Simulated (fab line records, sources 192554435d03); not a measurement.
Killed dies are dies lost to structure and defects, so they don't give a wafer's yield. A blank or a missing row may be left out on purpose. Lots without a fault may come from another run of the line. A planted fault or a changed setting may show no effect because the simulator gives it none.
Chamber matching | flow n5_finfet | N5_BEOL_M4_ETCHBACK_99 on rie_diel-03: 4 sister chambers
The step etches SiO2 in CHF3, target depth 5 nm, time 10.4 s. 4 wafers are shown with their chamber, then 12 later ones without.

WAFERS WITH THEIR CHAMBER
wafer  | chamber | showerhead_plenum_p_Torr (Torr)
L085.6 | 0       | 2.10
L083.2 | 1       | 2.12
L089.1 | 2       | 2.09
L089.5 | 3       | 2.04

WAFERS WITHOUT THEIR CHAMBER
wafer  | showerhead_plenum_p_Torr (Torr)
L087.3 | 2.03
L087.5 | 2.03
L087.6 | 2.09
L093.1 | 2.09
L093.2 | 2.11
L093.4 | 2.03
L095.1 | 2.03
L095.2 | 2.11
L095.3 | 2.09
L096.1 | 2.09
L096.3 | 2.11
L096.4 | 2.08

WHICH CHAMBER EACH WENT THROUGH
wafer  | from the rows above          | in truth
L087.3 | 3                            | 3
L087.5 | 3                            | 3
L087.6 | can't be placed: 2 or 0      | 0
L093.1 | can't be placed: 2 or 0      | 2
L093.2 | can't be placed: 0 or 1 or 2 | 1
L093.4 | 3                            | 3
L095.1 | 3                            | 3
L095.2 | can't be placed: 0 or 1 or 2 | 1
L095.3 | can't be placed: 2 or 0      | 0
L096.1 | can't be placed: 2 or 0      | 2
L096.3 | can't be placed: 0 or 1 or 2 | 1
L096.4 | can't be placed: 2 or 0      | 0
Placed correctly: 4 of 12. Can't be placed from these rows: 8 (the true chamber is among the candidates in 8). Placed wrongly: 0.
How it was worked out, from the rows above alone: a wafer's distance from a chamber is the root of the sum, over the readings, of the square of ((its reading less the chamber's mean) divided by the reading's scatter). The wafer belongs to the nearest chamber; if the next one is less than 2 further off, it can't be placed. A chamber's mean is the mean of its shown wafers. The scatter: with one shown wafer a chamber, the root of the mean of the squares of how far each hidden wafer lies from its nearest shown one.
